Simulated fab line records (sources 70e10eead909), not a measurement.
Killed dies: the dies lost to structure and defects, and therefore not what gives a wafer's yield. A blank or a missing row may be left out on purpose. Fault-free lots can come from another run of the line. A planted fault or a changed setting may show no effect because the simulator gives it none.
Chamber matching ; flow nand-harc ; NHARC_A_WL_FILL_ALD_10 on ald-hk-02: 4 sister chambers
The step deposits SiO2, target thk 50 nm, pulse time 10 s, ald cycles 500. 14 wafers are shown with their chamber, then 6 later ones without.

WAFERS PAIRED WITH THEIR CHAMBERS
wafer;chamber;heater-power-outer-w (W);heater-power-w (W);precursor-pulse-height-rel
L980.4;1;253;438;1.018
L980.5;2;299;510;1.024
L980.6;1;256;434;0.992
L983.1;2;297;518;0.994
L983.2;1;250;439;1.062
L983.3;3;223;397;0.991
L984.2;2;284;493;0.988
L984.4;3;221;397;1.009
L984.5;2;290;504;0.997
L985.2;2;280;506;1.007
L985.5;0;322;524;1.012
L985.6;3;222;403;0.998
L986.1;0;328;536;0.974
L986.2;1;245;428;1.012

SIGNATURES (means of the wafers above)
reading;chamber 0;chamber 1;chamber 2;chamber 3;scatter within a chamber
heater-power-outer-w;325.00;251.00;290.00;222.00;5.93
heater-power-w;530.00;434.75;506.20;399.00;7.1
precursor-pulse-height-rel;0.99300;1.02100;1.00200;0.99933;0.0207
Rule: for a wafer and a chamber, the distance is found by dividing, reading by reading, the gap between the wafer's reading and the chamber's mean by the reading's scatter, squaring, summing and taking the root. The wafer belongs to the nearest chamber; if the next one is less than 2 further off, it can't be placed. The scatter: take each reading less its chamber's mean, square it, sum over the shown wafers, divide by the number of wafers less the number of chambers, and take the root.

WAFERS WHOSE CHAMBER IS MISSING
wafer;heater-power-outer-w (W);heater-power-w (W);precursor-pulse-height-rel
L986.5;248;435;0.973
L993.4;217;397;1.010
L993.5;330;554;0.995
L993.6;247;424;1.026
L996.4;254;425;0.952
L996.6;245;431;1.014

EACH ONE'S CHAMBER
wafer;from the rows above;in truth
L986.5;1;1
L993.4;3;3
L993.5;0;0
L993.6;1;1
L996.4;1;1
L996.6;1;1
6 of 6 placed correctly. Not placeable from these rows: 0. Wrongly placed: 0.
